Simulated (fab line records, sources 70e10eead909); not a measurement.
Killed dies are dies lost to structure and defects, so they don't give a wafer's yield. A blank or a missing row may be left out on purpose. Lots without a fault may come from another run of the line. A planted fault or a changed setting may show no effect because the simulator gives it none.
A struck lot beside a sound one | flow nand_harc | 13 steps out of a route of 1159
Sound: wafers L369.2, L369.3, L369.6. Struck: wafers L383.1, L383.3, L383.4. The cause comes at the end.
At each step with rows: each side's tool, then ch and its chambers, then its first start. Under that, the readings that differ: sound wafers | struck wafers | difference of the means | sigmas: that difference in standard deviations of wafers without a fault.
alike: readings whose means differ by less than 2 such deviations, and words and numbers that are the same on both sides. not compared: withheld readings, readings that some wafer has no value for, bounds like >300 that may hide the same value, and numbers for which the record gives no deviation and whose values overlap.
The two part at a step that has a row with sigmas, a row that says differs or no value, or rows on one side only. Numbers that don't overlap but have no deviation are shown without sigmas and don't part them. A reading that every wafer of one side lacks parts them only if that side has two wafers or more.

NHARC_A_SLIT_ETCH_29: etches the open film in CF4/O2, target depth 100 nm, overetch 10 nm, time 55 s.
  sound on rie_diel-01 ch 0,1,3, day 15 07:56; struck on rie_diel-07 ch 0,1,3, day 19 05:04
  alike: bias_w, drypump_motor_current_A, oes_product_au, rf_vpp_V, showerhead_plenum_p_Torr, throttle_valve_pct
  not compared: rf_hours_counter_h
NHARC_A_SLIT_STRIP_18: strips in O2.
  sound on rie_diel-01 ch 0,3; struck on rie_diel-07 ch 0,1,2
  alike: drypump_motor_current_A, oes_product_au, rf_vpp_V, showerhead_plenum_p_Torr, throttle_valve_pct
  not compared: rf_hours_counter_h
then, 2 steps without rows for these wafers: NHARC_A_SLIT_PRECLEAN_19 (cleans in SC1); NHARC_A_SLIT_SRD_20.
NHARC_A_SLIT_CD_MEAS_21:
  sound on cd_sem-02, day 15 08:29; struck on cd_sem-01, day 19 05:35
  reading    | sound             | struck            | difference | sigmas
  cd_nm (nm) | 288.9 288.0 287.6 | 290.4 288.9 289.8 | +1.5       | +2
then, 3 steps without rows for these wafers: NHARC_A_SIN_REMOVE_WET_00 (chemistry H3PO4, time 15300 s); NHARC_A_SIN_REMOVE_PRECLEAN_01 (cleans in SC1); NHARC_A_SIN_REMOVE_SRD_02.
NHARC_A_SIN_REMOVE_INSPECT_04:
  sound on defect_inspect-01, day 15 16:12; struck on defect_inspect-02, day 19 13:23
  reading          | sound       | struck      | difference | sigmas
  raw_defect_count | 436 350 319 | 135 195 294 | -160       | -2
NHARC_A_WL_FILL_ALD_00: deposits Al2O3, target thk 3 nm, pulse time 3 s, ald cycles 30.
  sound on ald_hk-01 ch 0,2,3, day 15 16:16; struck on ald_hk-03 ch 0,2,3, day 19 13:27
  alike: heater_power_outer_w, heater_power_w, precursor_pulse_height_rel
NHARC_A_WL_FILL_RTA_01: time 5 s.
  sound on rtp_anneal-01 ch 0, day 15 16:43; struck on rtp_anneal-02 ch 0, day 19 13:43
  reading          | sound                | struck               | difference | sigmas
  wafer_temp_C_max | 1010.7 1007.0 1008.4 | 1004.8 1006.5 1004.8 | -3.3       | -2
  alike: lamp_power_pct
NHARC_A_WL_FILL_ALD_02: deposits TiN, target thk 2 nm, pulse time 3 s, ald cycles 100.
  sound on ald_metal-02 ch 0,1, day 15 16:55; struck on ald_metal-01 ch 0,2,3, day 19 13:56
  no value came back on the struck wafers for ald_cycles, heater_power_outer_w (W), heater_power_w (W), precursor_pulse_height_rel; on the sound wafers ald_cycles reads 100 100 100
-- the record jumps here: 4 days lie between the struck wafers' starts before and after (it left off in module A_WL_FILL and takes up again in module END, whose first step shown is number 1159 of the route) --
NHARC_END_SORT_01:
  the record has rows for the struck wafers here (prober-01 ch 0, day 23 14:40) and none for the sound ones

WHERE THEY PART
First at NHARC_A_SLIT_CD_MEAS_21; last, within this record, at NHARC_END_SORT_01.

WHY: what the simulator had put in
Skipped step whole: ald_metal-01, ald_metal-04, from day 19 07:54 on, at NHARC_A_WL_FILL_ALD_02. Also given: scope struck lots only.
